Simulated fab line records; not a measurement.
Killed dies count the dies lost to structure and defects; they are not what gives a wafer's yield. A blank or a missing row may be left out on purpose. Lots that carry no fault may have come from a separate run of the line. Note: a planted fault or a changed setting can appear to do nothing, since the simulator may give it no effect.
Which of the tools did it? || flow nand_harc || Sampling: 12 lots, 36 wafers, 5 of 1302 route steps

WHAT EACH GAUGE READ, for each wafer
NHARC_END_SORT_01. Usual: killed_at_array 52, standard deviation 18; killed_at_other 1.2, standard deviation 1.5; killed_at_periphery 4, standard deviation 3.2; killed_dies 57, standard deviation 17; killed_open 3.1, standard deviation 1.9; killed_short 2.5, standard deviation 1.7.
{"lot": "L163", "measured": "day 25 20:44", "on": "prober-01", "killed_at_array": "675 676 673", "killed_at_other": "0 0 0", "killed_at_periphery": "2 1 4", "killed_dies": "677 677 677", "killed_open": "5 0 2", "killed_short": "0 0 6", "flag": "OFF"}
{"lot": "L165", "measured": "day 27 10:49", "on": "prober-02", "killed_at_array": "675 672 667", "killed_at_other": "1 1 1", "killed_at_periphery": "1 4 9", "killed_dies": "677 677 677", "killed_open": "0 4 5", "killed_short": "0 7 1", "flag": "OFF"}
{"lot": "L164", "measured": "day 27 23:20", "on": "prober-01", "killed_at_array": "675 672 676", "killed_at_other": "0 1 0", "killed_at_periphery": "2 4 1", "killed_dies": "677 677 677", "killed_open": "1 4 2", "killed_short": "1 2 1", "flag": "OFF"}

TOOL THAT RAN EACH LOT (tool first, then ch and the chambers of the sampled wafers, then the start)
{"lot": "L160", "NHARC_A_CONTACT_CMP_20": "cmp-02 ch 0,2, day 22 15:59", "NHARC_A_BLC_ETCH_18": "rie_diel-06 ch 0,1,3, day 22 18:05 or earlier", "NHARC_A_BLC_STRIP_21": "rie_diel-06 ch 1,3, day 22 18:05", "NHARC_A_BLC_CMP_25": "cmp-04 ch 0,1,2, day 22 19:32"}
{"lot": "L159", "NHARC_A_CONTACT_CMP_20": "cmp-04 ch 1,3, day 23 00:45", "NHARC_A_BLC_ETCH_18": "rie_diel-12 ch 1,2,3, day 23 06:42 or earlier", "NHARC_A_BLC_STRIP_21": "rie_diel-06 ch 1,2,3, day 23 06:42", "NHARC_A_BLC_CMP_25": "cmp-01 ch 0,3, day 23 08:05"}
{"lot": "L161", "NHARC_A_CONTACT_CMP_20": "cmp-04 ch 2,3, day 23 14:40", "NHARC_A_BLC_ETCH_18": "rie_diel-06 ch 0,1,3, day 23 16:54 or earlier", "NHARC_A_BLC_STRIP_21": "rie_diel-06 ch 0,2, day 23 16:54", "NHARC_A_BLC_CMP_25": "cmp-01 ch 1,3, day 23 18:20"}
{"lot": "L163", "NHARC_A_CONTACT_CMP_20": "cmp-04 ch 0,1,2, day 23 21:36", "NHARC_A_BLC_ETCH_18": "rie_diel-04 ch 0,1, day 23 23:50 or earlier", "NHARC_A_BLC_STRIP_21": "rie_diel-06 ch 0,1,3, day 23 23:50", "NHARC_A_BLC_CMP_25": "cmp-02 ch 0,2,3, day 24 01:17"}
{"lot": "L165", "NHARC_A_CONTACT_CMP_20": "cmp-02 ch 0,3, day 25 12:11", "NHARC_A_BLC_ETCH_18": "rie_diel-04 ch 2,3, day 25 15:06 or earlier", "NHARC_A_BLC_STRIP_21": "rie_diel-04 ch 0,2,3, day 25 15:06", "NHARC_A_BLC_CMP_25": "cmp-02 ch 2,3, day 25 16:32"}
{"lot": "L164", "NHARC_A_CONTACT_CMP_20": "cmp-04 ch 0,1,3, day 26 01:22", "NHARC_A_BLC_ETCH_18": "rie_diel-06 ch 0,1,3, day 26 03:29 or earlier", "NHARC_A_BLC_STRIP_21": "rie_diel-04 ch 2,3, day 26 03:29", "NHARC_A_BLC_CMP_25": "cmp-01 ch 1,2,3, day 26 04:53"}
{"lot": "L168", "NHARC_A_CONTACT_CMP_20": "cmp-04 ch 2,3, day 26 12:57", "NHARC_A_BLC_ETCH_18": "rie_diel-06 ch 0,1,2, day 26 15:32 or earlier", "NHARC_A_BLC_STRIP_21": "rie_diel-12 ch 0,2,3, day 26 15:32", "NHARC_A_BLC_CMP_25": "cmp-01 ch 0,1,3, day 26 17:00"}
{"lot": "L175", "NHARC_A_CONTACT_CMP_20": "cmp-03 ch 1,3, day 28 20:43", "NHARC_A_BLC_ETCH_18": "rie_diel-04 ch 2,3, day 28 22:58 or earlier", "NHARC_A_BLC_STRIP_21": "rie_diel-06 ch 0,2,3, day 28 22:58", "NHARC_A_BLC_CMP_25": "cmp-02 ch 0,2, day 29 00:21"}
{"lot": "L176", "NHARC_A_CONTACT_CMP_20": "cmp-03 ch 1,3, day 29 22:56", "NHARC_A_BLC_ETCH_18": "rie_diel-06 ch 1,2,3, day 30 01:11 or earlier", "NHARC_A_BLC_STRIP_21": "rie_diel-06 ch 0,2, day 30 01:11", "NHARC_A_BLC_CMP_25": "cmp-02 ch 0,3, day 30 02:36"}
{"lot": "L177", "NHARC_A_CONTACT_CMP_20": "cmp-03 ch 2,3, day 30 11:41", "NHARC_A_BLC_ETCH_18": "rie_diel-12 ch 1,3, day 30 13:25", "NHARC_A_BLC_STRIP_21": "rie_diel-06 ch 1,2,3, day 30 13:56", "NHARC_A_BLC_CMP_25": "cmp-04 ch 0,1,3, day 30 15:21"}
{"lot": "L181", "NHARC_A_CONTACT_CMP_20": "cmp-03 ch 1,2,3, day 31 21:17", "NHARC_A_BLC_ETCH_18": "rie_diel-06 ch 0,2,3, day 31 23:22 or earlier", "NHARC_A_BLC_STRIP_21": "rie_diel-04 ch 1,2,3, day 31 23:22", "NHARC_A_BLC_CMP_25": "cmp-02 ch 0,2,3, day 32 00:49"}
{"lot": "L179", "NHARC_A_CONTACT_CMP_20": "cmp-04 ch 1,2,3, day 31 23:25", "NHARC_A_BLC_ETCH_18": "rie_diel-06 ch 1,2, day 32 01:29 or earlier", "NHARC_A_BLC_STRIP_21": "rie_diel-04 ch 2,3, day 32 01:29", "NHARC_A_BLC_CMP_25": "cmp-04 ch 1,2, day 32 03:19"}
- NHARC_A_CONTACT_CMP_20: polishes, t overpolish 30 s, target thk 300 nm.
- NHARC_A_BLC_ETCH_18: etches the open film in C4F8/O2/Ar, target depth 910 nm.
- NHARC_A_BLC_STRIP_21: strips in O2.
- NHARC_A_BLC_CMP_25: polishes, t overpolish 30 s, target thk 150 nm.

WHAT THE TOOLS THEMSELVES READ (means of the sampled wafers that have a number; where no wafer has one, the mark that the record gives instead)
NHARC_A_CONTACT_CMP_20. Usual: motor_current_A 11.8 A, standard deviation 0.72; overpolish_run_s 30.000 s, standard deviation 0.0084; time_to_endpoint_s 60.1 s, standard deviation 2.9.
{"lot": "L160", "tool": "cmp-02", "motor_current_A (A)": 12.8, "overpolish_run_s (s)": 29.996, "time_to_endpoint_s (s)": 60.1, "flag": ""}
{"lot": "L159", "tool": "cmp-04", "motor_current_A (A)": 12.4, "overpolish_run_s (s)": 30.001, "time_to_endpoint_s (s)": 61.3, "flag": ""}
{"lot": "L161", "tool": "cmp-04", "motor_current_A (A)": 11.6, "overpolish_run_s (s)": 29.993, "time_to_endpoint_s (s)": 57.9, "flag": ""}
{"lot": "L163", "tool": "cmp-04", "motor_current_A (A)": 11.7, "overpolish_run_s (s)": 30.001, "time_to_endpoint_s (s)": 57.7, "flag": ""}
{"lot": "L165", "tool": "cmp-02", "motor_current_A (A)": 12.2, "overpolish_run_s (s)": 29.994, "time_to_endpoint_s (s)": 63.2, "flag": ""}
{"lot": "L164", "tool": "cmp-04", "motor_current_A (A)": 12.1, "overpolish_run_s (s)": 29.993, "time_to_endpoint_s (s)": 61.5, "flag": ""}
{"lot": "L168", "tool": "cmp-04", "motor_current_A (A)": 11.8, "overpolish_run_s (s)": 30.002, "time_to_endpoint_s (s)": 57.3, "flag": ""}
{"lot": "L175", "tool": "cmp-03", "motor_current_A (A)": 11.8, "overpolish_run_s (s)": 30.001, "time_to_endpoint_s (s)": 57.8, "flag": ""}
{"lot": "L176", "tool": "cmp-03", "motor_current_A (A)": 11.9, "overpolish_run_s (s)": 30.004, "time_to_endpoint_s (s)": 57.5, "flag": ""}
{"lot": "L177", "tool": "cmp-03", "motor_current_A (A)": 12.4, "overpolish_run_s (s)": 29.997, "time_to_endpoint_s (s)": 59.0, "flag": ""}
{"lot": "L181", "tool": "cmp-03", "motor_current_A (A)": 12.5, "overpolish_run_s (s)": 29.995, "time_to_endpoint_s (s)": 61.5, "flag": ""}
{"lot": "L179", "tool": "cmp-04", "motor_current_A (A)": 12.1, "overpolish_run_s (s)": 29.999, "time_to_endpoint_s (s)": 62.4, "flag": ""}

NHARC_A_BLC_ETCH_18. Usual: oes_product_au 0.945 a.u., standard deviation 0.024; rf_vpp_V 981 V, standard deviation 5.6.
{"lot": "L160", "tool": "rie_diel-06", "oes_product_au (a.u.)": 0.929, "rf_vpp_V (V)": 982, "flag": ""}
{"lot": "L159", "tool": "rie_diel-12", "oes_product_au (a.u.)": 0.923, "rf_vpp_V (V)": 976, "flag": ""}
{"lot": "L161", "tool": "rie_diel-06", "oes_product_au (a.u.)": 0.916, "rf_vpp_V (V)": 981, "flag": ""}
{"lot": "L163", "tool": "rie_diel-04", "oes_product_au (a.u.)": 0.961, "rf_vpp_V (V)": 986, "flag": ""}
{"lot": "L165", "tool": "rie_diel-04", "oes_product_au (a.u.)": 0.934, "rf_vpp_V (V)": 979, "flag": ""}
{"lot": "L164", "tool": "rie_diel-06", "oes_product_au (a.u.)": 0.934, "rf_vpp_V (V)": 981, "flag": ""}
{"lot": "L168", "tool": "rie_diel-06", "oes_product_au (a.u.)": 0.946, "rf_vpp_V (V)": 981, "flag": ""}
{"lot": "L175", "tool": "rie_diel-04", "oes_product_au (a.u.)": 0.925, "rf_vpp_V (V)": 978, "flag": ""}
{"lot": "L176", "tool": "rie_diel-06", "oes_product_au (a.u.)": 0.929, "rf_vpp_V (V)": 985, "flag": ""}
{"lot": "L177", "tool": "rie_diel-12", "oes_product_au (a.u.)": 0.993, "rf_vpp_V (V)": 985, "flag": ""}
{"lot": "L181", "tool": "rie_diel-06", "oes_product_au (a.u.)": 0.977, "rf_vpp_V (V)": 981, "flag": ""}
{"lot": "L179", "tool": "rie_diel-06", "oes_product_au (a.u.)": 0.930, "rf_vpp_V (V)": 985, "flag": ""}

NHARC_A_BLC_STRIP_21. Usual: chamber_pressure_mTorr is 59.99 mTorr with standard deviation 0.08, drypump_motor_current_A is 5.8 A with standard deviation 0.41, o2_flow_sccm is 500.0 sccm with standard deviation 1.4, oes_product_au is 1.002 a.u. with standard deviation 0.0093, rf_vpp_V is 57.9 V with standard deviation 0.96, showerhead_plenum_p_Torr is 3.61 Torr with standard deviation 0.14, and throttle_valve_pct is 17.036 % with standard deviation 0.0086.
{"lot": "L160", "tool": "rie_diel-06", "chamber_pressure_mTorr (mTorr)": 60.00, "drypump_motor_current_A (A)": 5.6, "o2_flow_sccm (sccm)": 499.7, "oes_product_au (a.u.)": 0.998, "rf_vpp_V (V)": 57.8, "showerhead_plenum_p_Torr (Torr)": 3.71, "throttle_valve_pct (%)": 17.033, "flag": ""}
{"lot": "L159", "tool": "rie_diel-06", "chamber_pressure_mTorr (mTorr)": 60.02, "drypump_motor_current_A (A)": 5.8, "o2_flow_sccm (sccm)": 501.3, "oes_product_au (a.u.)": 1.003, "rf_vpp_V (V)": 58.5, "showerhead_plenum_p_Torr (Torr)": 3.70, "throttle_valve_pct (%)": 17.028, "flag": ""}
{"lot": "L161", "tool": "rie_diel-06", "chamber_pressure_mTorr (mTorr)": 59.97, "drypump_motor_current_A (A)": 6.3, "o2_flow_sccm (sccm)": 498.6, "oes_product_au (a.u.)": 1.001, "rf_vpp_V (V)": 58.8, "showerhead_plenum_p_Torr (Torr)": 3.59, "throttle_valve_pct (%)": 17.042, "flag": ""}
{"lot": "L163", "tool": "rie_diel-06", "chamber_pressure_mTorr (mTorr)": "-", "drypump_motor_current_A (A)": "-", "o2_flow_sccm (sccm)": "-", "oes_product_au (a.u.)": "-", "rf_vpp_V (V)": "-", "showerhead_plenum_p_Torr (Torr)": "-", "throttle_valve_pct (%)": "-", "flag": "OFF"}
{"lot": "L165", "tool": "rie_diel-04", "chamber_pressure_mTorr (mTorr)": "-", "drypump_motor_current_A (A)": "-", "o2_flow_sccm (sccm)": "-", "oes_product_au (a.u.)": "-", "rf_vpp_V (V)": "-", "showerhead_plenum_p_Torr (Torr)": "-", "throttle_valve_pct (%)": "-", "flag": "OFF"}
{"lot": "L164", "tool": "rie_diel-04", "chamber_pressure_mTorr (mTorr)": "-", "drypump_motor_current_A (A)": "-", "o2_flow_sccm (sccm)": "-", "oes_product_au (a.u.)": "-", "rf_vpp_V (V)": "-", "showerhead_plenum_p_Torr (Torr)": "-", "throttle_valve_pct (%)": "-", "flag": "OFF"}
{"lot": "L168", "tool": "rie_diel-12", "chamber_pressure_mTorr (mTorr)": 60.00, "drypump_motor_current_A (A)": 5.8, "o2_flow_sccm (sccm)": 500.8, "oes_product_au (a.u.)": 0.997, "rf_vpp_V (V)": 57.9, "showerhead_plenum_p_Torr (Torr)": 3.47, "throttle_valve_pct (%)": 17.039, "flag": ""}
{"lot": "L175", "tool": "rie_diel-06", "chamber_pressure_mTorr (mTorr)": 59.99, "drypump_motor_current_A (A)": 6.0, "o2_flow_sccm (sccm)": 501.2, "oes_product_au (a.u.)": 1.014, "rf_vpp_V (V)": 57.8, "showerhead_plenum_p_Torr (Torr)": 3.59, "throttle_valve_pct (%)": 17.029, "flag": ""}
{"lot": "L176", "tool": "rie_diel-06", "chamber_pressure_mTorr (mTorr)": 59.73, "drypump_motor_current_A (A)": 6.2, "o2_flow_sccm (sccm)": 499.2, "oes_product_au (a.u.)": 1.006, "rf_vpp_V (V)": 58.5, "showerhead_plenum_p_Torr (Torr)": 3.59, "throttle_valve_pct (%)": 17.033, "flag": "OFF"}
{"lot": "L177", "tool": "rie_diel-06", "chamber_pressure_mTorr (mTorr)": 59.94, "drypump_motor_current_A (A)": 5.8, "o2_flow_sccm (sccm)": 499.5, "oes_product_au (a.u.)": 0.998, "rf_vpp_V (V)": 57.6, "showerhead_plenum_p_Torr (Torr)": 3.69, "throttle_valve_pct (%)": 17.039, "flag": ""}
{"lot": "L181", "tool": "rie_diel-04", "chamber_pressure_mTorr (mTorr)": 59.97, "drypump_motor_current_A (A)": 5.9, "o2_flow_sccm (sccm)": 500.4, "oes_product_au (a.u.)": 1.013, "rf_vpp_V (V)": 57.1, "showerhead_plenum_p_Torr (Torr)": 3.62, "throttle_valve_pct (%)": 17.033, "flag": ""}
{"lot": "L179", "tool": "rie_diel-04", "chamber_pressure_mTorr (mTorr)": 59.99, "drypump_motor_current_A (A)": 5.6, "o2_flow_sccm (sccm)": 500.2, "oes_product_au (a.u.)": 1.020, "rf_vpp_V (V)": 58.5, "showerhead_plenum_p_Torr (Torr)": 3.64, "throttle_valve_pct (%)": 17.034, "flag": ""}

NHARC_A_BLC_CMP_25. Usual: motor_current_A 11.8 A, standard deviation 0.96; overpolish_run_s 30.001 s, standard deviation 0.0089; time_to_endpoint_s 29.7 s, standard deviation 2.8.
{"lot": "L160", "tool": "cmp-04", "motor_current_A (A)": 11.7, "overpolish_run_s (s)": 29.999, "time_to_endpoint_s (s)": 29.9, "flag": ""}
{"lot": "L159", "tool": "cmp-01", "motor_current_A (A)": 12.0, "overpolish_run_s (s)": 30.008, "time_to_endpoint_s (s)": 30.0, "flag": ""}
{"lot": "L161", "tool": "cmp-01", "motor_current_A (A)": 12.3, "overpolish_run_s (s)": 30.001, "time_to_endpoint_s (s)": 30.1, "flag": ""}
{"lot": "L163", "tool": "cmp-02", "motor_current_A (A)": 12.0, "overpolish_run_s (s)": 29.999, "time_to_endpoint_s (s)": 29.6, "flag": ""}
{"lot": "L165", "tool": "cmp-02", "motor_current_A (A)": 12.0, "overpolish_run_s (s)": 30.005, "time_to_endpoint_s (s)": 33.6, "flag": ""}
{"lot": "L164", "tool": "cmp-01", "motor_current_A (A)": 12.0, "overpolish_run_s (s)": 30.002, "time_to_endpoint_s (s)": 29.9, "flag": ""}
{"lot": "L168", "tool": "cmp-01", "motor_current_A (A)": 11.8, "overpolish_run_s (s)": 30.000, "time_to_endpoint_s (s)": 29.5, "flag": ""}
{"lot": "L175", "tool": "cmp-02", "motor_current_A (A)": 13.0, "overpolish_run_s (s)": 29.996, "time_to_endpoint_s (s)": 28.7, "flag": ""}
{"lot": "L176", "tool": "cmp-02", "motor_current_A (A)": 12.5, "overpolish_run_s (s)": 30.007, "time_to_endpoint_s (s)": 28.2, "flag": ""}
{"lot": "L177", "tool": "cmp-04", "motor_current_A (A)": 11.8, "overpolish_run_s (s)": 30.001, "time_to_endpoint_s (s)": 31.2, "flag": ""}
{"lot": "L181", "tool": "cmp-02", "motor_current_A (A)": 12.2, "overpolish_run_s (s)": 30.002, "time_to_endpoint_s (s)": 30.3, "flag": ""}
{"lot": "L179", "tool": "cmp-04", "motor_current_A (A)": 11.8, "overpolish_run_s (s)": 29.997, "time_to_endpoint_s (s)": 28.0, "flag": ""}

THE ANSWER, worked out from the rows above alone
Rule: take the mean of a lot's wafers that have a number; if it is more than 3 standard deviations from the usual mean, the lot is off. Also off: a lot with no number at a reading for which 4 or more lots have one. Where the step has rows for the other lots, those lots are counted as sound. First the gauges in route order, then the tools' own readings, where a lot's mean is used as printed above. The first step at which some lot is off is used, and at that step the reading that is off furthest; a lot without a number counts as furthest.
Off at NHARC_END_SORT_01 (killed_dies): L163, L165, L164. Neither off nor sound, because the step has no rows for them: L160, L159, L161, L168, L175, L176, L177, L181, L179.
If a tool, at a process step before that reading, ran all the lots that are off and no sound lot after the first of them, it fits. Not tried: the gauges at NHARC_END_SORT_01; whatever is off there is also off at NHARC_A_BLC_STRIP_21, on other tools, and gauge error can't account for it. With no start given for some of its lots, NHARC_A_BLC_ETCH_18 uses the hours and lot order of NHARC_A_BLC_STRIP_21. None of those tried fits.

WHAT WAS PUT IN BY THE SIMULATOR
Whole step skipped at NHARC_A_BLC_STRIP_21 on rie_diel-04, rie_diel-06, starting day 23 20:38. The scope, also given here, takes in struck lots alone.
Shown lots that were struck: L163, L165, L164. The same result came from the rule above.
